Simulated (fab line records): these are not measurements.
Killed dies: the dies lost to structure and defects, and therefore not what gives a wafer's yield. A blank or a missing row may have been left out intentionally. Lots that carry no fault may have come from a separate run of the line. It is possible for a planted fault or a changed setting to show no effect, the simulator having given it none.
The tool behind it: which one? / flow n5_finfet / 24 lots with 72 wafers sampled at 6 steps, on a route of 1938 steps

WHAT THE GAUGES SHOWED, per wafer
N5_BEOL_M13_INSPECT_12: inspects for defects (macro). Usual: raw_defect_count reads 2.1 (standard deviation 1.5).
lot=L074; measured=day 12 13:43; on=defect_inspect-01; raw_defect_count=1 2 2; flag=
lot=L075; measured=day 12 14:39; on=defect_inspect-02; raw_defect_count=2 0 2; flag=
lot=L076; measured=day 12 18:05; on=defect_inspect-02; raw_defect_count=2 5 5; flag=
lot=L079; measured=day 12 18:22; on=defect_inspect-01; raw_defect_count=2 1 2; flag=
lot=L082; measured=day 13 04:28; on=defect_inspect-01; raw_defect_count=1 4 2; flag=
lot=L081; measured=day 13 06:27; on=defect_inspect-02; raw_defect_count=5 3 1; flag=
lot=L077; measured=day 13 07:18; on=defect_inspect-01; raw_defect_count=3 3 0; flag=
lot=L080; measured=day 13 10:46; on=defect_inspect-01; raw_defect_count=4 2 2; flag=
lot=L078; measured=day 14 07:03; on=defect_inspect-02; raw_defect_count=3 1 4; flag=
lot=L084; measured=day 14 13:36; on=defect_inspect-01; raw_defect_count=1 2 1; flag=
lot=L083; measured=day 14 16:05; on=defect_inspect-02; raw_defect_count=2 4 0; flag=
lot=L086; measured=day 14 16:07; on=defect_inspect-02; raw_defect_count=3 1 1; flag=
lot=L085; measured=day 14 16:17; on=defect_inspect-01; raw_defect_count=0 3 7; flag=
lot=L089; measured=day 15 13:35; on=defect_inspect-01; raw_defect_count=1 5 1; flag=
lot=L088; measured=day 15 14:58; on=defect_inspect-02; raw_defect_count=2 0 1; flag=
lot=L087; measured=day 15 16:29; on=defect_inspect-02; raw_defect_count=2 1 2; flag=
lot=L090; measured=day 15 22:01; on=defect_inspect-01; raw_defect_count=2 3 1; flag=
lot=L091; measured=day 16 08:47; on=defect_inspect-01; raw_defect_count=1 1 4; flag=
lot=L092; measured=day 16 12:33; on=defect_inspect-01; raw_defect_count=2 1 1; flag=
lot=L094; measured=day 16 12:53; on=defect_inspect-02; raw_defect_count=2 1 1; flag=
lot=L093; measured=day 16 16:14; on=defect_inspect-01; raw_defect_count=1 2 0; flag=
lot=L095; measured=day 17 06:41; on=defect_inspect-02; raw_defect_count=2 1 1; flag=
lot=L096; measured=day 17 13:56; on=defect_inspect-02; raw_defect_count=6 2 1; flag=
lot=L097; measured=day 17 18:25; on=defect_inspect-02; raw_defect_count=2 1 4; flag=

N5_BEOL_M14_CD_MEAS_10: target cd 250 nm. Usual: cd_nm reads 251.0 nm (standard deviation 1.9).
lot=L074; measured=day 12 19:46; on=cd_sem-01; cd_nm (nm)=253.0 251.7 248.8; flag=
lot=L075; measured=day 12 21:14; on=cd_sem-03; cd_nm (nm)=252.6 250.5 250.6; flag=
lot=L076; measured=day 12 22:46; on=cd_sem-03; cd_nm (nm)=250.6 251.9 252.9; flag=
lot=L079; measured=day 12 23:14; on=cd_sem-03; cd_nm (nm)=253.3 251.7 248.2; flag=
lot=L082; measured=day 13 13:32; on=cd_sem-01; cd_nm (nm)=250.5 249.6 251.0; flag=
lot=L081; measured=day 13 14:21; on=cd_sem-03; cd_nm (nm)=251.0 250.6 252.9; flag=
lot=L077; measured=day 13 15:02; on=cd_sem-01; cd_nm (nm)=251.7 249.7 249.0; flag=
lot=L080; measured=day 14 00:40; on=cd_sem-01; cd_nm (nm)=251.3 250.8 248.5; flag=
lot=L078; measured=day 14 12:53; on=cd_sem-01; cd_nm (nm)=252.5 249.3 251.3; flag=
lot=L084; measured=day 14 19:03; on=cd_sem-01; cd_nm (nm)=252.3 251.7 250.2; flag=
lot=L083; measured=day 14 22:30; on=cd_sem-01; cd_nm (nm)=253.1 250.3 251.1; flag=
lot=L086; measured=day 15 02:55; on=cd_sem-02; cd_nm (nm)=254.5 251.1 251.2; flag=
lot=L085; measured=day 15 05:52; on=cd_sem-03; cd_nm (nm)=247.8 247.8 249.6; flag=
lot=L089; measured=day 15 23:04; on=cd_sem-03; cd_nm (nm)=247.0 249.4 250.3; flag=
lot=L088; measured=day 15 23:26; on=cd_sem-02; cd_nm (nm)=249.5 248.1 249.6; flag=
lot=L087; measured=day 16 00:52; on=cd_sem-01; cd_nm (nm)=252.0 252.7 254.4; flag=
lot=L090; measured=day 16 02:31; on=cd_sem-02; cd_nm (nm)=255.5 252.6 249.3; flag=
lot=L091; measured=day 16 14:44; on=cd_sem-03; cd_nm (nm)=250.1 250.3 252.4; flag=
lot=L092; measured=day 16 20:35; on=cd_sem-01; cd_nm (nm)=246.6 248.2 250.2; flag=
lot=L094; measured=day 16 21:07; on=cd_sem-03; cd_nm (nm)=253.2 252.4 249.0; flag=
lot=L093; measured=day 16 22:35; on=cd_sem-03; cd_nm (nm)=253.5 250.2 252.0; flag=
lot=L095; measured=day 17 12:20; on=cd_sem-03; cd_nm (nm)=248.4 248.7 252.1; flag=
lot=L096; measured=day 17 20:13; on=cd_sem-03; cd_nm (nm)=248.6 251.2 249.2; flag=
lot=L097; measured=day 18 00:08; on=cd_sem-03; cd_nm (nm)=251.6 252.7 251.6; flag=

N5_BEOL_M14_OVL_MEAS_11. Usual: for V13_OVL the level is 0 nm and the standard deviation is 6.6.
lot=L074; measured=day 12 19:48; on=overlay-01; V13_OVL (nm)=4 5 8; flag=
lot=L075; measured=day 12 21:16; on=overlay-02; V13_OVL (nm)=-10 -9 0; flag=
lot=L076; measured=day 12 22:48; on=overlay-01; V13_OVL (nm)=-3 -6 -3; flag=
lot=L079; measured=day 12 23:17; on=overlay-01; V13_OVL (nm)=-2 -6 -4; flag=
lot=L082; measured=day 13 13:34; on=overlay-01; V13_OVL (nm)=12 -4 11; flag=
lot=L081; measured=day 13 14:23; on=overlay-01; V13_OVL (nm)=0 -2 7; flag=
lot=L077; measured=day 13 15:04; on=overlay-01; V13_OVL (nm)=-6 -1 -7; flag=
lot=L080; measured=day 14 00:42; on=overlay-02; V13_OVL (nm)=-7 -5 -6; flag=
lot=L078; measured=day 14 12:55; on=overlay-01; V13_OVL (nm)=9 7 4; flag=
lot=L084; measured=day 14 19:05; on=overlay-01; V13_OVL (nm)=0 -6 0; flag=
lot=L083; measured=day 14 22:31; on=overlay-02; V13_OVL (nm)=8 13 3; flag=
lot=L086; measured=day 15 02:57; on=overlay-02; V13_OVL (nm)=19 9 14; flag=
lot=L085; measured=day 15 05:54; on=overlay-02; V13_OVL (nm)=-1 1 -4; flag=
lot=L089; measured=day 15 23:05; on=overlay-02; V13_OVL (nm)=-9 -7 -9; flag=
lot=L088; measured=day 15 23:28; on=overlay-02; V13_OVL (nm)=2 -3 2; flag=
lot=L087; measured=day 16 00:53; on=overlay-01; V13_OVL (nm)=-4 -1 5; flag=
lot=L090; measured=day 16 02:32; on=overlay-01; V13_OVL (nm)=-6 -3 -4; flag=
lot=L091; measured=day 16 14:46; on=overlay-02; V13_OVL (nm)=-2 3 -1; flag=
lot=L092; measured=day 16 20:37; on=overlay-02; V13_OVL (nm)=-3 -8 4; flag=
lot=L094; measured=day 16 21:08; on=overlay-01; V13_OVL (nm)=3 6 10; flag=
lot=L093; measured=day 16 22:36; on=overlay-01; V13_OVL (nm)=0 10 6; flag=
lot=L095; measured=day 17 12:22; on=overlay-01; V13_OVL (nm)=-2 -7 -2; flag=
lot=L096; measured=day 17 20:15; on=overlay-02; V13_OVL (nm)=8 8 16; flag=
lot=L097; measured=day 18 00:10; on=overlay-02; V13_OVL (nm)=-6 -6 -8; flag=

EACH LOT AND THE TOOL THAT RAN IT (in order: tool; ch and the chambers of the sampled wafers; start)
lot=L074; N5_BEOL_M11_SPUTTER_48=pvd_sputter-01, day 12 05:15; N5_BEOL_M12_ANNEAL_48=rtp_anneal-02 ch 0, day 12 12:22; N5_BEOL_M13_SPUTTER_44=pvd_sputter-02, day 12 18:08
lot=L075; N5_BEOL_M11_SPUTTER_48=pvd_sputter-02, day 12 07:37; N5_BEOL_M12_ANNEAL_48=rtp_anneal-02 ch 0, day 12 13:11; N5_BEOL_M13_SPUTTER_44=pvd_sputter-01, day 12 18:44
lot=L076; N5_BEOL_M11_SPUTTER_48=pvd_sputter-03, day 12 10:12; N5_BEOL_M12_ANNEAL_48=rtp_anneal-02 ch 0, day 12 16:40; N5_BEOL_M13_SPUTTER_44=pvd_sputter-03, day 12 21:07
lot=L079; N5_BEOL_M11_SPUTTER_48=pvd_sputter-03, day 12 10:17; N5_BEOL_M12_ANNEAL_48=rtp_anneal-01 ch 0, day 12 16:56; N5_BEOL_M13_SPUTTER_44=pvd_sputter-03, day 12 21:36
lot=L082; N5_BEOL_M11_SPUTTER_48=pvd_sputter-03, day 12 16:19; N5_BEOL_M12_ANNEAL_48=rtp_anneal-01 ch 0, day 13 03:02; N5_BEOL_M13_SPUTTER_44=pvd_sputter-02, day 13 11:44
lot=L081; N5_BEOL_M11_SPUTTER_48=pvd_sputter-02, day 12 17:53; N5_BEOL_M12_ANNEAL_48=rtp_anneal-01 ch 0, day 13 05:09; N5_BEOL_M13_SPUTTER_44=pvd_sputter-02, day 13 12:20
lot=L077; N5_BEOL_M11_SPUTTER_48=pvd_sputter-01, day 12 18:20; N5_BEOL_M12_ANNEAL_48=rtp_anneal-01 ch 0, day 13 05:59; N5_BEOL_M13_SPUTTER_44=pvd_sputter-01, day 13 12:43
lot=L080; N5_BEOL_M11_SPUTTER_48=pvd_sputter-01, day 12 19:49; N5_BEOL_M12_ANNEAL_48=rtp_anneal-01 ch 0, day 13 09:28; N5_BEOL_M13_SPUTTER_44=pvd_sputter-03, day 13 22:50
lot=L078; N5_BEOL_M11_SPUTTER_48=pvd_sputter-03, day 13 22:25; N5_BEOL_M12_ANNEAL_48=rtp_anneal-02 ch 0, day 14 05:38; N5_BEOL_M13_SPUTTER_44=pvd_sputter-01, day 14 11:14
lot=L084; N5_BEOL_M11_SPUTTER_48=pvd_sputter-02, day 14 05:27; N5_BEOL_M12_ANNEAL_48=rtp_anneal-02 ch 0, day 14 12:14; N5_BEOL_M13_SPUTTER_44=pvd_sputter-02, day 14 17:24
lot=L083; N5_BEOL_M11_SPUTTER_48=pvd_sputter-01, day 14 06:21; N5_BEOL_M12_ANNEAL_48=rtp_anneal-02 ch 0, day 14 14:46; N5_BEOL_M13_SPUTTER_44=pvd_sputter-01, day 14 20:51
lot=L086; N5_BEOL_M11_SPUTTER_48=pvd_sputter-01, day 14 07:04; N5_BEOL_M12_ANNEAL_48=rtp_anneal-01 ch 0, day 14 14:46; N5_BEOL_M13_SPUTTER_44=pvd_sputter-03, day 15 01:17
lot=L085; N5_BEOL_M11_SPUTTER_48=pvd_sputter-03, day 14 07:29; N5_BEOL_M12_ANNEAL_48=rtp_anneal-01 ch 0, day 14 15:02; N5_BEOL_M13_SPUTTER_44=pvd_sputter-01, day 15 03:55
lot=L089; N5_BEOL_M11_SPUTTER_48=pvd_sputter-02, day 15 04:45; N5_BEOL_M12_ANNEAL_48=rtp_anneal-02 ch 0, day 15 12:16; N5_BEOL_M13_SPUTTER_44=pvd_sputter-03, day 15 20:26
lot=L088; N5_BEOL_M11_SPUTTER_48=pvd_sputter-02, day 15 07:17; N5_BEOL_M12_ANNEAL_48=rtp_anneal-01 ch 0, day 15 13:33; N5_BEOL_M13_SPUTTER_44=pvd_sputter-01, day 15 20:30
lot=L087; N5_BEOL_M11_SPUTTER_48=pvd_sputter-02, day 15 07:51; N5_BEOL_M12_ANNEAL_48=rtp_anneal-01 ch 0, day 15 15:05; N5_BEOL_M13_SPUTTER_44=pvd_sputter-03, day 15 23:02
lot=L090; N5_BEOL_M11_SPUTTER_48=pvd_sputter-03, day 15 14:29; N5_BEOL_M12_ANNEAL_48=rtp_anneal-01 ch 0, day 15 20:44; N5_BEOL_M13_SPUTTER_44=pvd_sputter-03, day 16 00:46
lot=L091; N5_BEOL_M11_SPUTTER_48=pvd_sputter-03, day 16 00:25; N5_BEOL_M12_ANNEAL_48=rtp_anneal-02 ch 0, day 16 07:22; N5_BEOL_M13_SPUTTER_44=pvd_sputter-01, day 16 13:05
lot=L092; N5_BEOL_M11_SPUTTER_48=pvd_sputter-02, day 16 02:26; N5_BEOL_M12_ANNEAL_48=rtp_anneal-02 ch 0, day 16 11:10; N5_BEOL_M13_SPUTTER_44=pvd_sputter-02, day 16 18:48
lot=L094; N5_BEOL_M11_SPUTTER_48=pvd_sputter-03, day 16 07:02; N5_BEOL_M12_ANNEAL_48=rtp_anneal-02 ch 0, day 16 11:35; N5_BEOL_M13_SPUTTER_44=pvd_sputter-03, day 16 19:08
lot=L093; N5_BEOL_M11_SPUTTER_48=pvd_sputter-02, day 16 07:16; N5_BEOL_M12_ANNEAL_48=rtp_anneal-01 ch 0, day 16 14:59; N5_BEOL_M13_SPUTTER_44=pvd_sputter-01, day 16 20:56
lot=L095; N5_BEOL_M11_SPUTTER_48=pvd_sputter-03, day 16 21:11; N5_BEOL_M12_ANNEAL_48=rtp_anneal-01 ch 0, day 17 05:28; N5_BEOL_M13_SPUTTER_44=pvd_sputter-02, day 17 10:40
lot=L096; N5_BEOL_M11_SPUTTER_48=pvd_sputter-02, day 17 07:27; N5_BEOL_M12_ANNEAL_48=rtp_anneal-01 ch 0, day 17 12:39; N5_BEOL_M13_SPUTTER_44=pvd_sputter-03, day 17 18:35
lot=L097; N5_BEOL_M11_SPUTTER_48=pvd_sputter-03, day 17 07:35; N5_BEOL_M12_ANNEAL_48=rtp_anneal-02 ch 0, day 17 17:01; N5_BEOL_M13_SPUTTER_44=pvd_sputter-03, day 17 22:19
- N5_BEOL_M11_SPUTTER_48: material Cu, target thk 12 nm, time 2 s.
- N5_BEOL_M12_ANNEAL_48: time 90 s.
- N5_BEOL_M13_SPUTTER_44: material Ta, target thk 10 nm, time 16.13 s.

WHAT THE TOOLS THEMSELVES READ (means of the sampled wafers that have a number; where no wafer has one, the mark that the record gives instead)
N5_BEOL_M11_SPUTTER_48. Usual: chuck_sensor_temp_C -15.8 C, standard deviation 0.3; throttle_valve_pct 30.2 %, standard deviation 1.6.
lot=L074; tool=pvd_sputter-01; chuck_sensor_temp_C (C)=-15.9; throttle_valve_pct (%)=29.9; flag=
lot=L075; tool=pvd_sputter-02; chuck_sensor_temp_C (C)=-15.8; throttle_valve_pct (%)=29.6; flag=
lot=L076; tool=pvd_sputter-03; chuck_sensor_temp_C (C)=-15.6; throttle_valve_pct (%)=30.4; flag=
lot=L079; tool=pvd_sputter-03; chuck_sensor_temp_C (C)=-15.7; throttle_valve_pct (%)=30.4; flag=
lot=L082; tool=pvd_sputter-03; chuck_sensor_temp_C (C)=-15.9; throttle_valve_pct (%)=31.5; flag=
lot=L081; tool=pvd_sputter-02; chuck_sensor_temp_C (C)=-15.8; throttle_valve_pct (%)=29.8; flag=
lot=L077; tool=pvd_sputter-01; chuck_sensor_temp_C (C)=-16.0; throttle_valve_pct (%)=29.7; flag=
lot=L080; tool=pvd_sputter-01; chuck_sensor_temp_C (C)=-15.9; throttle_valve_pct (%)=29.6; flag=
lot=L078; tool=pvd_sputter-03; chuck_sensor_temp_C (C)=-15.9; throttle_valve_pct (%)=29.9; flag=
lot=L084; tool=pvd_sputter-02; chuck_sensor_temp_C (C)=-15.7; throttle_valve_pct (%)=29.7; flag=
lot=L083; tool=pvd_sputter-01; chuck_sensor_temp_C (C)=-15.7; throttle_valve_pct (%)=30.1; flag=
lot=L086; tool=pvd_sputter-01; chuck_sensor_temp_C (C)=-15.9; throttle_valve_pct (%)=29.8; flag=
lot=L085; tool=pvd_sputter-03; chuck_sensor_temp_C (C)=-15.8; throttle_valve_pct (%)=30.1; flag=
lot=L089; tool=pvd_sputter-02; chuck_sensor_temp_C (C)=-15.8; throttle_valve_pct (%)=30.7; flag=
lot=L088; tool=pvd_sputter-02; chuck_sensor_temp_C (C)=-15.8; throttle_valve_pct (%)=30.2; flag=
lot=L087; tool=pvd_sputter-02; chuck_sensor_temp_C (C)=-15.8; throttle_valve_pct (%)=29.8; flag=
lot=L090; tool=pvd_sputter-03; chuck_sensor_temp_C (C)=-15.7; throttle_valve_pct (%)=29.0; flag=
lot=L091; tool=pvd_sputter-03; chuck_sensor_temp_C (C)=-15.7; throttle_valve_pct (%)=30.1; flag=
lot=L092; tool=pvd_sputter-02; chuck_sensor_temp_C (C)=-15.7; throttle_valve_pct (%)=29.8; flag=
lot=L094; tool=pvd_sputter-03; chuck_sensor_temp_C (C)=-15.7; throttle_valve_pct (%)=28.9; flag=
lot=L093; tool=pvd_sputter-02; chuck_sensor_temp_C (C)=-15.8; throttle_valve_pct (%)=30.3; flag=
lot=L095; tool=pvd_sputter-03; chuck_sensor_temp_C (C)=-16.0; throttle_valve_pct (%)=31.1; flag=
lot=L096; tool=pvd_sputter-02; chuck_sensor_temp_C (C)=-15.7; throttle_valve_pct (%)=30.0; flag=
lot=L097; tool=pvd_sputter-03; chuck_sensor_temp_C (C)=-15.7; throttle_valve_pct (%)=28.9; flag=

N5_BEOL_M12_ANNEAL_48. Usual: wafer_temp_C_max reads 226.5 (standard deviation 0.47).
lot=L074 tool=rtp_anneal-02 wafer_temp_C_max=226.2 flag=
lot=L075 tool=rtp_anneal-02 wafer_temp_C_max=226.4 flag=
lot=L076 tool=rtp_anneal-02 wafer_temp_C_max=226.0 flag=
lot=L079 tool=rtp_anneal-01 wafer_temp_C_max=227.2 flag=
lot=L082 tool=rtp_anneal-01 wafer_temp_C_max=226.5 flag=
lot=L081 tool=rtp_anneal-01 wafer_temp_C_max=226.7 flag=
lot=L077 tool=rtp_anneal-01 wafer_temp_C_max=226.8 flag=
lot=L080 tool=rtp_anneal-01 wafer_temp_C_max=226.9 flag=
lot=L078 tool=rtp_anneal-02 wafer_temp_C_max=225.9 flag=
lot=L084 tool=rtp_anneal-02 wafer_temp_C_max=225.9 flag=
lot=L083 tool=rtp_anneal-02 wafer_temp_C_max=226.1 flag=
lot=L086 tool=rtp_anneal-01 wafer_temp_C_max=226.7 flag=
lot=L085 tool=rtp_anneal-01 wafer_temp_C_max=226.6 flag=
lot=L089 tool=rtp_anneal-02 wafer_temp_C_max=226.0 flag=
lot=L088 tool=rtp_anneal-01 wafer_temp_C_max=226.7 flag=
lot=L087 tool=rtp_anneal-01 wafer_temp_C_max=226.8 flag=
lot=L090 tool=rtp_anneal-01 wafer_temp_C_max=227.0 flag=
lot=L091 tool=rtp_anneal-02 wafer_temp_C_max=226.0 flag=
lot=L092 tool=rtp_anneal-02 wafer_temp_C_max=226.0 flag=
lot=L094 tool=rtp_anneal-02 wafer_temp_C_max=225.9 flag=
lot=L093 tool=rtp_anneal-01 wafer_temp_C_max=227.0 flag=
lot=L095 tool=rtp_anneal-01 wafer_temp_C_max=226.8 flag=
lot=L096 tool=rtp_anneal-01 wafer_temp_C_max=227.0 flag=
lot=L097 tool=rtp_anneal-02 wafer_temp_C_max=226.3 flag=

N5_BEOL_M13_SPUTTER_44. Usual: throttle_valve_pct reads 30.1 % (standard deviation 1.5).
lot=L074; tool=pvd_sputter-02; throttle_valve_pct (%)=30.6; flag=
lot=L075; tool=pvd_sputter-01; throttle_valve_pct (%)=30.3; flag=
lot=L076; tool=pvd_sputter-03; throttle_valve_pct (%)=30.1; flag=
lot=L079; tool=pvd_sputter-03; throttle_valve_pct (%)=28.9; flag=
lot=L082; tool=pvd_sputter-02; throttle_valve_pct (%)=30.4; flag=
lot=L081; tool=pvd_sputter-02; throttle_valve_pct (%)=30.1; flag=
lot=L077; tool=pvd_sputter-01; throttle_valve_pct (%)=29.9; flag=
lot=L080; tool=pvd_sputter-03; throttle_valve_pct (%)=29.0; flag=
lot=L078; tool=pvd_sputter-01; throttle_valve_pct (%)=29.7; flag=
lot=L084; tool=pvd_sputter-02; throttle_valve_pct (%)=30.4; flag=
lot=L083; tool=pvd_sputter-01; throttle_valve_pct (%)=30.9; flag=
lot=L086; tool=pvd_sputter-03; throttle_valve_pct (%)=29.0; flag=
lot=L085; tool=pvd_sputter-01; throttle_valve_pct (%)=30.3; flag=
lot=L089; tool=pvd_sputter-03; throttle_valve_pct (%)=30.3; flag=
lot=L088; tool=pvd_sputter-01; throttle_valve_pct (%)=30.1; flag=
lot=L087; tool=pvd_sputter-03; throttle_valve_pct (%)=31.5; flag=
lot=L090; tool=pvd_sputter-03; throttle_valve_pct (%)=28.1; flag=
lot=L091; tool=pvd_sputter-01; throttle_valve_pct (%)=30.2; flag=
lot=L092; tool=pvd_sputter-02; throttle_valve_pct (%)=30.3; flag=
lot=L094; tool=pvd_sputter-03; throttle_valve_pct (%)=29.0; flag=
lot=L093; tool=pvd_sputter-01; throttle_valve_pct (%)=29.0; flag=
lot=L095; tool=pvd_sputter-02; throttle_valve_pct (%)=30.3; flag=
lot=L096; tool=pvd_sputter-03; throttle_valve_pct (%)=29.9; flag=
lot=L097; tool=pvd_sputter-03; throttle_valve_pct (%)=30.9; flag=

THE ANSWER, worked out from the rows above alone
Rule: a lot is off if the mean of its wafers that have a number lies more than 3 standard deviations from the usual mean. A lot without any number at a reading at which 4 lots or more have one is off too. All remaining lots with rows at the step are treated as sound. After the gauges, taken in route order, come the tools' own readings; for these a lot's mean is taken, as printed above. At the first step where some lot is off, the reading lying furthest off is the one used; lots without a number count as furthest.
Across all readings shown, no lot is off: no conclusion can be drawn from this.

WHAT THE SIMULATOR HAD INSERTED
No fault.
